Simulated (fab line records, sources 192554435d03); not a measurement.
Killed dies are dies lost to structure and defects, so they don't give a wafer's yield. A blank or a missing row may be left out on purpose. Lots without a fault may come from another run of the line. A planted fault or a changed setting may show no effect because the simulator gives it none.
fab line records | flow n5_finfet
record lots=24 wafers=72 last_day=17
route steps=1938 shown BEOL_M7@1278 BEOL_M8@1336
lots that met no fault: from a run of the same line without faults
start_h: hours from the record's first day to the start of the lot's first wafer shown | wait_h: hours since the lot's step before | " the same as in the row above | L1.1+2: a row that stands for several wafers | - no value, or no start given | * or withheld: withheld | < > ~ a bound
route shown NAME@n: a module of which the file shows steps, and the number in the route of the first | usual: mean/standard deviation of fault-free wafers | same: alike in all rows | chamber/n: place in a boat | sites: the reading at each site | _std_site: their standard deviation | _edge_site: outer sites' mean less inner sites' | radius_mm: how far each site lies from the wafer's centre | mask NAME#n: copy n | behind: the tool/chamber that last shaped the wafer | hold: why the lot was held/for how many hours/how that ended | device: the transistor (n, p or np) that didn't switch | end of line: the same wafers' tests at the end of the route | a step without rows: its recipe alone | killed: dies lost to structure and defects at the first sort, not the wafer's yield | map: a wafer's dies, x killed, . not, _ none there
set.NAME: the setting as run; set.NAME@STEP: as run at that earlier step | model.NAME: the simulator's own value behind a step, which no gauge read
steps of the route over a sample of lots; a table a step, a row a wafer
services: from which hour (start_h, from the record's first day; less than 0 if before it) a tool's chamber was out of use, for how many hours, and why
## steps
# step N5_BEOL_M7_INSPECT_13
# recipe mode=adi inspect_instrument=brightfield
# usual raw_defect_count=422/92
# columns lot.wafer tool chamber start_h wait_h raw_defect_count
L074.3 defect_inspect-02 - 181.93 0.0 361
L074.4 " - " " 371
L074.5 " - " " 423
L075.2 defect_inspect-01 - 201.01 0.0 429
L075.3 " - " " 413
L075.5 " - " " 480
L076.2 defect_inspect-01 - 204.73 0.0 634
L076.4 " - " " 516
L076.6 " - " " 692
L077.2 defect_inspect-01 - 205.71 0.0 415
L077.4 " - " " 391
L077.5 " - " " 407
L078.3 defect_inspect-02 - 208.93 0.0 513
L078.4 " - " " 405
L078.5 " - " " 741
L079.1 defect_inspect-01 - 217.28 0.0 476
L079.2 " - " " 332
L079.6 " - " " 249
L080.1 defect_inspect-02 - 226.35 0.0 414
L080.2 " - " " 495
L080.5 " - " " 462
L082.1 defect_inspect-01 - 226.43 0.0 419
L082.3 " - " " 452
L082.6 " - " " 310
L081.2 defect_inspect-02 - 231.40 0.0 474
L081.3 " - " " 303
L081.4 " - " " 486
L083.2 defect_inspect-02 - 234.03 0.0 597
L083.3 " - " " 292
L083.6 " - " " 431
L084.2 defect_inspect-01 - 248.31 0.0 267
L084.3 " - " " 332
L084.6 " - " " 280
L085.1 defect_inspect-02 - 249.38 0.0 319
L085.4 " - " " 547
L085.5 " - " " 570
L087.3 defect_inspect-02 - 268.13 0.0 334
L087.4 " - " " 350
L087.6 " - " " 392
L086.4 defect_inspect-01 - 271.71 0.0 311
L086.5 " - " " 324
L086.6 " - " " 438
L089.1 defect_inspect-02 - 271.79 0.0 538
L089.2 " - " " 516
L089.4 " - " " 434
L088.1 defect_inspect-01 - 278.25 0.0 326
L088.4 " - " " 436
L088.6 " - " " 329
L090.2 defect_inspect-01 - 278.29 0.0 403
L090.3 " - " " 501
L090.5 " - " " 404
L091.1 defect_inspect-02 - 291.78 0.0 475
L091.3 " - " " 283
L091.6 " - " " 300
L092.3 defect_inspect-02 - 297.32 0.0 338
L092.5 " - " " 266
L092.6 " - " " 456
L094.1 defect_inspect-02 - 301.41 0.0 604
L094.5 " - " " 440
L094.6 " - " " 529
L093.2 defect_inspect-02 - 305.08 0.0 357
L093.4 " - " " 276
L093.6 " - " " 456
L095.2 defect_inspect-01 - 309.58 0.0 381
L095.4 " - " " 486
L095.6 " - " " 348
L096.1 defect_inspect-01 - 315.86 0.0 420
L096.2 " - " " 504
L096.6 " - " " 416
L097.2 defect_inspect-02 - 332.29 0.0 495
L097.3 " - " " 405
L097.5 " - " " 353
# step N5_BEOL_M7_ETCH_65
# recipe chemistry=CF4 target=SiARC target_depth_a=156 mask_material=CAR-EUV time_s=26 ion_energy_ev=80 pressure_mtorr=40 source_w=545 bias_w=36 Ar_flow_sccm=100 cf4_flow_sccm=100 ends=cleared
# usual drypump_motor_current_A=5.8/0.42 etch_rf_on_time_s=26.0/0.44 oes_product_au=0.70/0.071 rf_vpp_V=184.2/1.2 showerhead_plenum_p_Torr=2.16/0.074 throttle_valve_pct=15.56/0.22
# columns lot.wafer tool chamber start_h wait_h drypump_motor_current_A etch_rf_on_time_s oes_product_au rf_hours_counter_h rf_vpp_V showerhead_plenum_p_Torr throttle_valve_pct
L074.3 rie_diel-02 1 183.30 0.0 6.2 25.9 0.64 152 185.3 2.23 15.36
L074.4 " 0 " " 6.1 25.8 0.71 73 184.7 2.25 15.28
L074.5 " 2 " " 6.2 26.2 0.63 - 182.0 2.05 15.96
L075.2 rie_diel-03 2 203.65 0.0 5.3 26.4 0.64 155 183.0 2.06 15.72
L075.3 " 1 " " 5.9 26.2 0.63 175 184.8 2.22 15.85
L075.5 " 2 " " 5.3 26.5 0.64 - 182.9 2.06 15.71
L076.2 rie_diel-06 3 205.70 0.0 5.8 25.9 0.71 89 185.3 2.25 15.35
L076.4 " 0 " " 6.0 26.6 0.57 243 184.1 2.11 15.79
L076.6 " 2 " " 5.2 26.4 0.75 - 184.0 2.18 15.47
L077.2 rie_diel-02 3 206.94 0.0 5.6 25.5 0.79 18 185.7 2.28 15.43
L077.4 " 1 " " 6.2 26.2 0.63 - 183.4 2.23 15.40
L077.5 " 2 " " 6.2 26.7 0.63 - 183.6 2.05 15.98
L078.3 rie_diel-03 3 210.28 0.0 5.3 25.6 0.81 4 182.6 2.11 15.56
L078.4 " 0 " " 6.6 25.8 0.74 33 184.1 2.10 15.51
L078.5 " 2 " " 5.3 26.5 0.64 - 182.4 2.06 15.71
L079.1 rie_diel-03 0 218.88 0.0 6.6 26.0 0.74 35 183.3 2.10 15.49
L079.2 " 2 " " 5.3 26.8 0.63 159 183.4 2.06 15.72
L079.6 " 2 " " 5.3 26.6 0.63 - 182.1 2.06 15.71
L080.1 rie_diel-06 1 228.30 0.0 6.2 25.7 0.77 32 183.9 2.19 15.30
L080.2 " 2 " " 5.2 26.4 0.73 52 184.5 2.17 15.49
L080.5 " 0 " " 6.0 26.7 0.56 - 183.7 2.10 15.81
L082.1 rie_diel-03 0 228.47 0.0 6.7 25.8 0.74 37 182.9 2.10 15.51
L082.3 " 2 " " 5.3 26.9 0.63 162 183.5 2.06 15.72
L082.6 " 0 " " 6.6 26.1 0.74 - 184.7 2.10 15.51
L081.2 rie_diel-03 1 236.66 0.0 5.9 26.0 0.62 185 184.6 2.22 15.87
L081.3 " 2 " " 5.3 26.2 0.64 165 183.7 2.05 15.74
L081.4 " 3 " " 5.3 25.4 0.80 11 184.5 2.11 15.55
L083.2 rie_diel-06 2 237.06 0.0 5.2 26.2 0.73 57 183.7 2.17 15.50
L083.3 " 3 " " 5.8 25.8 0.70 - 185.5 2.25 15.36
L083.6 " 2 " " 5.2 26.1 0.72 - 185.5 2.17 15.51
L085.1 rie_diel-06 2 252.63 0.0 5.2 26.4 0.72 61 184.6 2.17 15.52
L085.4 " 1 " " 6.1 25.6 0.77 36 184.1 2.19 15.30
L085.5 " 2 " " 5.2 26.5 0.72 - 184.2 2.17 15.52
L084.2 rie_diel-03 3 253.04 0.0 5.3 25.3 0.79 16 185.3 2.11 15.56
L084.3 " 0 " " 6.7 25.7 0.73 45 184.4 2.10 15.52
L084.6 " 1 " " 5.9 26.1 0.62 - 184.7 2.21 15.89
L087.3 rie_diel-02 1 270.58 0.0 6.3 26.1 0.62 182 184.1 2.22 15.43
L087.4 " 3 " " 5.5 25.1 0.76 39 186.8 2.27 15.47
L087.6 " 2 " " 6.2 26.2 0.62 - 183.0 2.04 16.02
L086.4 rie_diel-06 1 274.13 0.0 6.1 25.7 0.75 43 184.1 2.18 15.33
L086.5 " 3 " " 5.8 26.0 0.69 - 184.9 2.24 15.38
L086.6 " 0 " " 5.9 25.8 0.82 - 182.8 2.10 15.33
L089.1 rie_diel-02 2 274.66 0.0 6.2 26.4 0.62 218 182.5 2.04 16.02
L089.2 " 1 " " 6.2 26.2 0.62 184 183.7 2.22 15.42
L089.4 " 0 " " 6.0 26.3 0.68 102 184.7 2.24 15.33
L090.2 rie_diel-06 2 279.63 0.0 5.2 26.1 0.72 70 184.3 2.17 15.53
L090.3 " 0 " " 6.0 25.7 0.82 8 184.1 2.10 15.36
L090.5 " 0 " " 6.0 25.4 0.83 - 182.0 2.10 15.33
L088.1 rie_diel-02 0 279.85 0.0 6.0 25.9 0.68 103 183.7 2.24 15.36
L088.4 " 2 " " 6.2 26.3 0.62 219 181.2 2.04 16.03
L088.6 " 3 " " 5.6 25.0 0.77 - 185.3 2.27 15.46
L091.1 rie_diel-06 2 292.92 0.0 5.2 26.3 0.71 75 182.9 2.17 15.56
L091.3 " 0 " " 5.9 25.7 0.80 13 183.0 2.10 15.35
L091.6 " 1 " " 6.2 25.5 0.74 - 183.8 2.18 15.33
L092.3 rie_diel-06 1 299.97 0.0 6.1 25.9 0.74 51 184.4 2.18 15.34
L092.5 " 3 " " 5.8 26.4 0.67 - 186.0 2.24 15.40
L092.6 " 2 " " 5.2 26.5 0.70 - 183.7 2.16 15.54
L094.1 rie_diel-03 0 304.61 0.0 6.6 26.2 0.71 61 181.8 2.09 15.56
L094.5 " 2 " " 5.3 26.8 0.62 - 183.0 2.05 15.76
L094.6 " 3 " " 5.4 26.0 0.75 - 183.6 2.10 15.59
L093.2 rie_diel-03 3 306.21 0.0 5.4 25.6 0.75 31 185.2 2.10 15.59
L093.4 " 1 " " 5.9 26.0 0.61 205 185.0 2.21 15.92
L093.6 " 0 " " 6.6 25.7 0.71 - 183.0 2.09 15.57
L095.2 rie_diel-03 2 311.61 0.0 5.3 27.0 0.61 185 182.7 2.05 15.78
L095.4 " 0 " " 6.7 26.0 0.71 63 183.4 2.09 15.57
L095.6 " 2 " " 5.3 26.9 0.61 - 182.9 2.05 15.77
L096.1 rie_diel-02 2 317.08 0.0 6.2 26.3 0.60 230 181.6 2.03 16.05
L096.2 " 1 " " 6.2 26.2 0.61 196 184.1 2.21 15.45
L096.6 " 1 " " 6.2 26.2 0.60 - 184.4 2.21 15.44
L097.2 rie_diel-06 1 336.09 0.0 6.1 25.4 0.72 65 182.9 2.18 15.37
L097.3 " 0 " " 5.9 25.6 0.78 29 183.5 2.09 15.39
L097.5 " 3 " " 5.8 25.9 0.67 - 185.9 2.24 15.42
# step N5_BEOL_M7_STRIP_36
# recipe chemistry=N2/H2 power_w=450 temp_c=40 pressure_mtorr=20 rf_frequency_hz=6e+07 overash_fraction=0.3 bias_power_w=7 h2_frac=0.5 n2_flow_sccm=200 h2_flow_sccm=200
# usual drypump_motor_current_A=5.9/0.43 oes_product_au=0.81/0.084 rf_vpp_V=59.2/1.6 showerhead_plenum_p_Torr=2.56/0.092 throttle_valve_pct=23.7/0.31
# columns lot.wafer tool chamber start_h wait_h drypump_motor_current_A oes_product_au rf_hours_counter_h rf_vpp_V showerhead_plenum_p_Torr throttle_valve_pct
L074.3 rie_diel-02 1 183.48 0.0 6.3 0.75 152 59.5 2.65 23.2
L074.4 " 0 " " 6.1 0.84 73 57.9 2.68 23.2
L074.5 " 2 " " 6.2 0.74 - 60.0 2.42 24.0
L075.2 rie_diel-03 2 203.83 0.0 5.3 0.75 155 56.9 2.45 24.0
L075.3 " 1 " " 6.0 0.73 175 61.4 2.64 24.1
L075.5 " 2 " " 5.3 0.74 - 56.9 2.45 24.0
L076.2 rie_diel-06 3 205.88 0.0 5.8 0.83 89 60.0 2.67 23.6
L076.4 " 0 " " 6.0 0.66 243 55.6 2.50 23.8
L076.6 " 2 " " 5.2 0.87 - 56.6 2.57 23.6
L077.2 rie_diel-02 3 207.12 0.0 5.6 0.95 18 60.9 2.70 23.4
L077.4 " 1 " " 6.2 0.74 - 60.3 2.65 23.2
L077.5 " 2 " " 6.2 0.73 - 57.9 2.42 24.1
L078.3 rie_diel-03 3 210.46 0.0 5.4 0.94 4 56.5 2.50 23.5
L078.4 " 0 " " 6.6 0.88 33 58.9 2.48 23.6
L078.5 " 2 " " 5.3 0.75 - 57.9 2.44 24.0
L079.1 rie_diel-03 0 219.06 0.0 6.6 0.87 35 60.9 2.48 23.6
L079.2 " 2 " " 5.3 0.75 159 60.2 2.44 24.0
L079.6 " 2 " " 5.3 0.75 - 58.7 2.44 24.0
L080.1 rie_diel-06 1 228.48 0.0 6.2 0.90 32 62.8 2.58 23.3
L080.2 " 2 " " 5.2 0.85 52 59.3 2.57 23.7
L080.5 " 0 " " 5.9 0.66 - 57.6 2.49 23.8
L082.1 rie_diel-03 0 228.65 0.0 6.7 0.86 37 58.1 2.48 23.7
L082.3 " 2 " " 5.3 0.73 162 59.1 2.44 24.0
L082.6 " 0 " " 6.7 0.86 - 59.2 2.48 23.6
L081.2 rie_diel-03 1 236.84 0.0 6.0 0.72 185 62.0 2.64 24.1
L081.3 " 2 " " 5.3 0.73 165 57.9 2.44 24.1
L081.4 " 3 " " 5.3 0.93 11 58.5 2.49 23.6
L083.2 rie_diel-06 2 237.33 0.0 5.2 0.87 57 61.4 2.57 23.7
L083.3 " 3 " " 5.9 0.82 - 60.1 2.67 23.7
L083.6 " 2 " " 5.2 0.85 - 56.1 2.57 23.7
L085.1 rie_diel-06 2 252.81 0.0 5.2 0.85 62 61.3 2.57 23.7
L085.4 " 1 " " 6.2 0.88 36 58.0 2.58 23.3
L085.5 " 2 " " 5.2 0.83 - 59.1 2.57 23.7
L084.2 rie_diel-03 3 253.22 0.0 5.4 0.93 16 58.1 2.49 23.5
L084.3 " 0 " " 6.7 0.84 46 62.3 2.48 23.6
L084.6 " 1 " " 5.9 0.72 - 58.3 2.64 24.1
L087.3 rie_diel-02 1 270.76 0.0 6.2 0.72 182 60.2 2.64 23.2
L087.4 " 3 " " 5.6 0.89 39 60.3 2.69 23.4
L087.6 " 2 " " 6.2 0.72 - 59.8 2.41 24.1
L086.4 rie_diel-06 1 274.32 0.0 6.1 0.88 43 60.5 2.57 23.3
L086.5 " 3 " " 5.9 0.79 - 58.3 2.66 23.7
L086.6 " 0 " " 6.0 0.96 - 59.0 2.49 23.5
L089.1 rie_diel-02 2 274.85 0.0 6.2 0.72 218 60.0 2.41 24.1
L089.2 " 1 " " 6.2 0.73 184 58.2 2.64 23.2
L089.4 " 0 " " 6.1 0.80 102 60.9 2.67 23.3
L090.2 rie_diel-06 2 279.81 0.0 5.2 0.83 70 56.4 2.56 23.7
L090.3 " 0 " " 5.9 0.95 8 59.8 2.49 23.5
L090.5 " 0 " " 6.0 0.96 - 60.3 2.49 23.5
L088.1 rie_diel-02 0 280.03 0.0 6.0 0.80 103 60.4 2.67 23.3
L088.4 " 2 " " 6.2 0.72 219 59.0 2.41 24.1
L088.6 " 3 " " 5.6 0.89 - 58.2 2.69 23.5
L091.1 rie_diel-06 2 293.10 0.0 5.2 0.83 75 62.0 2.56 23.7
L091.3 " 0 " " 6.0 0.93 13 60.6 2.49 23.5
L091.6 " 1 " " 6.2 0.88 - 58.3 2.57 23.3
L092.3 rie_diel-06 1 300.15 0.0 6.1 0.87 51 57.3 2.57 23.3
L092.5 " 3 " " 5.9 0.80 - 58.1 2.66 23.6
L092.6 " 2 " " 5.2 0.82 - 58.1 2.56 23.7
L094.1 rie_diel-03 0 304.79 0.0 6.7 0.83 61 56.8 2.47 23.7
L094.5 " 2 " " 5.3 0.71 - 58.9 2.43 24.1
L094.6 " 3 " " 5.3 0.87 - 57.8 2.49 23.6
L093.2 rie_diel-03 3 306.39 0.0 5.4 0.89 31 59.4 2.48 23.6
L093.4 " 1 " " 5.9 0.71 205 63.2 2.63 24.2
L093.6 " 0 " " 6.7 0.84 - 58.3 2.47 23.7
L095.2 rie_diel-03 2 311.79 0.0 5.3 0.72 185 59.1 2.43 24.1
L095.4 " 0 " " 6.7 0.83 63 58.7 2.47 23.7
L095.6 " 2 " " 5.3 0.72 - 60.5 2.43 24.1
L096.1 rie_diel-02 2 317.26 0.0 6.2 0.71 230 58.7 2.40 24.1
L096.2 " 1 " " 6.2 0.71 196 58.0 2.63 23.2
L096.6 " 1 " " 6.2 0.71 - 59.6 2.63 23.2
L097.2 rie_diel-06 1 336.27 0.0 6.1 0.83 65 58.7 2.56 23.3
L097.3 " 0 " " 6.0 0.90 29 59.7 2.48 23.5
L097.5 " 3 " " 5.9 0.77 - 62.3 2.65 23.7
# step N5_BEOL_M7_INSPECT_58
# recipe inspect_instrument=darkfield mode=post_dep
# usual raw_defect_count=70/24
# columns lot.wafer tool chamber start_h wait_h raw_defect_count
L074.3 defect_inspect-02 - 186.31 0.0 88
L074.4 " - " " 112
L074.5 " - " " 104
L075.2 defect_inspect-02 - 206.61 0.0 58
L075.3 " - " " 80
L075.5 " - " " 92
L076.2 defect_inspect-01 - 208.33 0.0 152
L076.4 " - " " 67
L076.6 " - " " 134
L077.2 defect_inspect-02 - 209.95 0.0 66
L077.4 " - " " 74
L077.5 " - " " 51
L078.3 defect_inspect-01 - 212.91 0.0 70
L078.4 " - " " 34
L078.5 " - " " 71
L079.1 defect_inspect-01 - 223.45 0.0 70
L079.2 " - " " 89
L079.6 " - " " 57
L080.1 defect_inspect-01 - 231.43 0.0 48
L080.2 " - " " 59
L080.5 " - " " 75
L082.1 defect_inspect-01 - 232.11 0.0 65
L082.3 " - " " 42
L082.6 " - " " 66
L081.2 defect_inspect-02 - 240.30 0.0 58
L081.3 " - " " 33
L081.4 " - " " 54
L083.2 defect_inspect-02 - 240.58 0.0 67
L083.3 " - " " 91
L083.6 " - " " 52
L085.1 defect_inspect-01 - 255.54 0.0 81
L085.4 " - " " 66
L085.5 " - " " 93
L084.2 defect_inspect-02 - 256.09 0.0 69
L084.3 " - " " 86
L084.6 " - " " 79
L087.3 defect_inspect-02 - 274.23 0.0 55
L087.4 " - " " 72
L087.6 " - " " 86
L086.4 defect_inspect-02 - 277.26 0.0 90
L086.5 " - " " 83
L086.6 " - " " 70
L089.1 defect_inspect-01 - 278.72 0.0 73
L089.2 " - " " 58
L089.4 " - " " 87
L090.2 defect_inspect-01 - 283.47 0.0 49
L090.3 " - " " 58
L090.5 " - " " 78
L088.1 defect_inspect-01 - 284.28 0.0 94
L088.4 " - " " 58
L088.6 " - " " 52
L091.1 defect_inspect-01 - 295.49 0.0 54
L091.3 " - " " 88
L091.6 " - " " 66
L092.3 defect_inspect-01 - 302.69 0.0 57
L092.5 " - " " 28
L092.6 " - " " 68
L094.1 defect_inspect-01 - 307.09 0.0 71
L094.5 " - " " 33
L094.6 " - " " 34
L093.2 defect_inspect-01 - 309.90 0.0 75
L093.4 " - " " 58
L093.6 " - " " 102
L095.2 defect_inspect-02 - 314.16 0.0 75
L095.4 " - " " 66
L095.6 " - " " 86
L096.1 defect_inspect-02 - 322.41 0.0 105
L096.2 " - " " 84
L096.6 " - " " 88
L097.2 defect_inspect-01 - 339.60 0.0 72
L097.3 " - " " 61
L097.5 " - " " 58
# step N5_BEOL_M8_HM_DEP_02
# recipe material=TiN target_thk_a=200 temp_c=25 chamber_pressure_pa=0.49996
# usual susceptor_temp_C=24.99/0.11 throttle_valve_pct=29.7/1.3
# columns lot.wafer tool chamber start_h wait_h susceptor_temp_C throttle_valve_pct
L074.3 pvd_sputter-03 - 187.75 0.8 24.90 29.2
L074.4 " - " " 24.77 30.6
L074.5 " - " " 24.93 30.6
L075.2 pvd_sputter-01 - 208.03 0.7 25.05 26.6
L075.3 " - " " 24.96 29.8
L075.5 " - " " 25.01 27.8
L076.2 pvd_sputter-03 - 210.90 1.9 24.95 29.2
L076.4 " - " " 24.87 30.3
L076.6 " - " " 24.95 30.7
L077.2 pvd_sputter-01 - 211.32 0.7 24.85 26.5
L077.4 " - " " 25.17 29.6
L077.5 " - " " 25.24 29.4
L078.3 pvd_sputter-02 - 213.88 0.3 25.04 29.3
L078.4 " - " " 25.08 30.5
L078.5 " - " " 24.96 30.7
L079.1 pvd_sputter-03 - 224.76 0.6 24.84 30.5
L079.2 " - " " 25.17 29.0
L079.6 " - " " 25.12 29.1
L080.1 pvd_sputter-01 - 233.23 1.1 24.98 26.7
L080.2 " - " " 25.05 29.8
L080.5 " - " " 25.08 26.8
L082.1 pvd_sputter-02 - 233.49 0.7 24.96 30.8
L082.3 " - " " 24.72 29.4
L082.6 " - " " 25.08 29.8
L081.2 pvd_sputter-03 - 242.33 1.4 25.09 31.1
L081.3 " - " " 24.95 30.6
L081.4 " - " " 24.75 31.1
L083.2 pvd_sputter-01 - 242.42 1.2 25.08 30.3
L083.3 " - " " 25.02 26.8
L083.6 " - " " 25.26 26.7
L085.1 pvd_sputter-03 - 257.33 1.1 25.12 30.7
L085.4 " - " " 24.86 29.0
L085.5 " - " " 25.17 30.7
L084.2 pvd_sputter-03 - 257.63 0.9 25.00 30.9
L084.3 " - " " 25.15 28.9
L084.6 " - " " 24.96 30.7
L087.3 pvd_sputter-01 - 275.20 0.3 24.89 27.6
L087.4 " - " " 24.98 30.2
L087.6 " - " " 24.92 29.9
L086.4 pvd_sputter-01 - 278.00 0.1 25.02 27.7
L086.5 " - " " 24.99 26.9
L086.6 " - " " 25.07 30.5
L089.1 pvd_sputter-01 - 280.59 1.2 24.78 26.9
L089.2 " - " " 24.94 29.9
L089.4 " - " " 24.95 27.9
L090.2 pvd_sputter-02 - 285.11 1.0 24.95 29.3
L090.3 " - " " 24.98 29.4
L090.5 " - " " 24.91 29.4
L088.1 pvd_sputter-03 - 285.46 0.3 25.03 30.7
L088.4 " - " " 24.96 30.9
L088.6 " - " " 24.79 29.0
L091.1 pvd_sputter-01 - 297.09 0.7 25.08 26.8
L091.3 " - " " 24.85 27.9
L091.6 " - " " 24.91 30.6
L092.3 pvd_sputter-03 - 305.35 1.5 24.97 31.2
L092.5 " - " " 25.13 31.3
L092.6 " - " " 25.18 31.2
L094.1 pvd_sputter-02 - 309.05 1.3 24.86 30.6
L094.5 " - " " 24.87 30.7
L094.6 " - " " 25.18 29.3
L093.2 pvd_sputter-03 - 312.25 1.2 24.92 31.1
L093.4 " - " " 25.14 29.0
L093.6 " - " " 25.00 29.1
L095.2 pvd_sputter-02 - 314.87 0.0 25.06 29.6
L095.4 " - " " 25.19 29.6
L095.6 " - " " 25.02 29.5
L096.1 pvd_sputter-02 - 323.70 0.6 25.02 29.3
L096.2 " - " " 25.20 30.6
L096.6 " - " " 25.01 30.6
L097.2 pvd_sputter-02 - 341.68 1.4 24.91 30.9
L097.3 " - " " 24.84 29.5
L097.5 " - " " 25.07 30.6
# step N5_BEOL_M8_ETCH_62
# recipe chemistry=N2/H2 target=SOC target_depth_a=1100 overetch_a=220 mask_material=SiARC temp_c=40 time_s=165 ion_energy_ev=200 pressure_mtorr=30 source_w=840 bias_w=150 n2_flow_sccm=200 h2_flow_sccm=200
# usual drypump_motor_current_A=6.0/0.52 oes_product_au=0.67/0.068 rf_vpp_V=524.4/2.2 showerhead_plenum_p_Torr=2.56/0.08 throttle_valve_pct=17.8/0.32
# columns lot.wafer tool chamber start_h wait_h drypump_motor_current_A oes_product_au rf_hours_counter_h rf_vpp_V showerhead_plenum_p_Torr throttle_valve_pct
L074.3 rie_diel-04 1 188.46 0.0 5.7 0.66 133 523.4 2.55 18.1
L074.4 " 1 " " 5.7 0.66 - 523.9 2.55 18.1
L074.5 " 0 " " 6.7 0.59 - 519.1 2.40 17.7
L075.2 rie_diel-04 1 208.71 0.0 5.7 0.65 144 524.0 2.54 18.1
L075.3 " 0 " " 6.6 0.59 243 519.7 2.40 17.7
L075.5 " 2 " " 5.8 0.77 - 526.8 2.60 17.3
L076.2 rie_diel-04 0 211.45 0.0 6.6 0.59 245 518.7 2.40 17.7
L076.4 " 3 " " 5.7 0.60 - 526.1 2.62 17.6
L076.6 " 0 " " 6.6 0.58 - 520.6 2.40 17.7
L077.2 rie_diel-04 1 212.21 0.0 5.7 0.65 146 523.6 2.54 18.1
L077.4 " 0 " " 6.6 0.58 - 520.6 2.40 17.7
L077.5 " 3 " " 5.7 0.61 - 526.6 2.62 17.6
L078.3 rie_diel-04 0 214.46 0.0 6.6 0.58 246 520.9 2.40 17.7
L078.4 " 0 " " 6.6 0.58 - 519.0 2.40 17.7
L078.5 " 3 " " 5.7 0.61 - 525.2 2.62 17.6
L079.1 rie_diel-04 0 225.50 0.0 6.6 0.59 250 522.7 2.40 17.7
L079.2 " 2 " " 5.8 0.77 12 525.1 2.60 17.3
L079.6 " 1 " " 5.7 0.65 - 523.8 2.54 18.2
L080.1 rie_diel-01 0 233.78 0.0 5.5 0.73 69 525.7 2.58 18.1
L080.2 " 2 " " 6.6 0.59 215 523.2 2.51 17.8
L080.5 " 3 " " 5.1 0.60 - 520.4 2.40 17.8
L082.1 rie_diel-05 1 234.20 0.0 6.3 0.78 19 525.8 2.60 17.4
L082.3 " 2 " " 6.6 0.64 172 524.9 2.54 17.8
L082.6 " 2 " " 6.6 0.64 - 522.5 2.54 17.8
L081.2 rie_diel-01 0 242.96 0.0 5.5 0.73 73 525.1 2.57 18.1
L081.3 " 1 " " 6.6 0.71 80 526.1 2.57 18.2
L081.4 " 0 " " 5.5 0.72 - 526.5 2.57 18.1
L083.2 rie_diel-04 3 243.03 0.0 5.7 0.60 219 526.6 2.62 17.6
L083.3 " 1 " " 5.7 0.64 157 522.5 2.54 18.2
L083.6 " 3 " " 5.7 0.60 - 526.8 2.62 17.6
L085.1 rie_diel-01 2 258.00 0.0 6.6 0.59 222 523.6 2.51 17.8
L085.4 " 3 " " 5.1 0.60 242 519.9 2.40 17.8
L085.5 " 0 " " 5.5 0.71 - 525.1 2.57 18.1
L084.2 rie_diel-01 0 258.33 0.0 5.5 0.71 80 524.2 2.57 18.1
L084.3 " 1 " " 6.7 0.71 87 523.8 2.57 18.2
L084.6 " 1 " " 6.6 0.70 - 524.7 2.57 18.2
L087.3 rie_diel-01 0 275.88 0.0 5.5 0.72 86 524.1 2.57 18.1
L087.4 " 2 " " 6.6 0.58 227 522.8 2.50 17.8
L087.6 " 1 " " 6.6 0.70 - 524.2 2.56 18.3
L086.4 rie_diel-04 2 278.60 0.0 5.7 0.73 33 525.9 2.59 17.4
L086.5 " 2 " " 5.8 0.72 - 525.8 2.59 17.4
L086.6 " 3 " " 5.6 0.60 - 525.3 2.61 17.6
L089.1 rie_diel-01 2 281.15 0.0 6.6 0.58 230 523.9 2.50 17.8
L089.2 " 1 " " 6.6 0.70 95 523.9 2.56 18.3
L089.4 " 2 " " 6.6 0.58 - 523.0 2.50 17.8
L090.2 rie_diel-04 1 285.66 0.0 5.7 0.63 172 523.9 2.53 18.2
L090.3 " 2 " " 5.7 0.72 35 524.8 2.59 17.4
L090.5 " 1 " " 5.7 0.62 - 524.5 2.53 18.2
L088.1 rie_diel-04 0 286.14 0.0 6.6 0.80 12 528.8 2.71 17.3
L088.4 " 1 " " 5.7 0.63 - 523.5 2.53 18.2
L088.6 " 0 " " 6.6 0.80 - 526.8 2.71 17.3
L091.1 rie_diel-04 2 297.64 0.0 5.7 0.72 40 524.3 2.59 17.4
L091.3 " 3 " " 5.7 0.59 241 525.4 2.61 17.6
L091.6 " 2 " " 5.7 0.72 - 525.0 2.59 17.4
L092.3 rie_diel-05 0 306.53 0.0 5.6 0.66 130 522.7 2.44 17.6
L092.5 " 1 " " 6.3 0.74 - 525.1 2.59 17.5
L092.6 " 2 " " 6.6 0.62 - 524.3 2.53 17.9
L094.1 rie_diel-01 3 309.73 0.0 5.1 0.83 3 529.5 2.71 17.4
L094.5 " 2 " " 6.6 0.58 - 522.1 2.50 17.8
L094.6 " 1 " " 6.6 0.70 - 523.8 2.56 18.3
L093.2 rie_diel-01 1 313.13 0.0 6.6 0.69 107 524.3 2.56 18.3
L093.4 " 2 " " 6.6 0.58 244 522.0 2.50 17.9
L093.6 " 0 " " 5.4 0.69 - 523.9 2.56 18.1
L095.2 rie_diel-01 1 315.49 0.0 6.6 0.69 108 523.5 2.56 18.3
L095.4 " 3 " " 5.1 0.81 6 528.4 2.71 17.4
L095.6 " 0 " " 5.5 0.69 - 523.3 2.56 18.1
L096.1 rie_diel-05 1 324.40 0.0 6.3 0.74 49 525.7 2.59 17.5
L096.2 " 3 " " 5.5 0.63 180 525.7 2.64 17.9
L096.6 " 3 " " 5.5 0.63 - 525.7 2.64 17.9
L097.2 rie_diel-04 3 342.24 0.0 5.6 0.81 2 525.7 2.60 17.3
L097.3 " 0 " " 6.6 0.75 35 528.2 2.70 17.3
L097.5 " 1 " " 5.7 0.61 - 522.9 2.52 18.2
## services
# columns tool chamber start_h hours kind
rie_diel-04 1 160.26 9.4 repair
rie_diel-03 3 164.52 1.7 repair
rie_diel-06 - 179.18 14.6 pm
rie_diel-03 3 179.37 - clean
rie_diel-01 - 182.64 29.3 repair
rie_diel-02 0 201.01 9.1 repair
rie_diel-04 2 210.03 5.3 repair
rie_diel-04 1 217.31 5.0 repair
rie_diel-01 3 221.31 4.5 repair
rie_diel-02 2 223.76 6.1 repair
rie_diel-02 2 237.18 4.4 repair
rie_diel-01 2 240.16 6.1 repair
rie_diel-06 2 241.17 1.2 repair
rie_diel-06 3 259.63 4.8 repair
rie_diel-04 1 265.61 2.8 repair
rie_diel-04 1 270.86 4.3 repair
rie_diel-04 3 283.85 4.2 repair
rie_diel-01 1 284.52 2.1 repair
rie_diel-04 2 298.45 3.9 repair
rie_diel-06 - 298.79 0.8 repair
rie_diel-01 3 303.05 3.8 repair
rie_diel-03 - 323.93 14.6 pm
rie_diel-06 2 325.16 13.6 repair
pvd_sputter-03 - 335.59 1.7 repair
## key
fault none
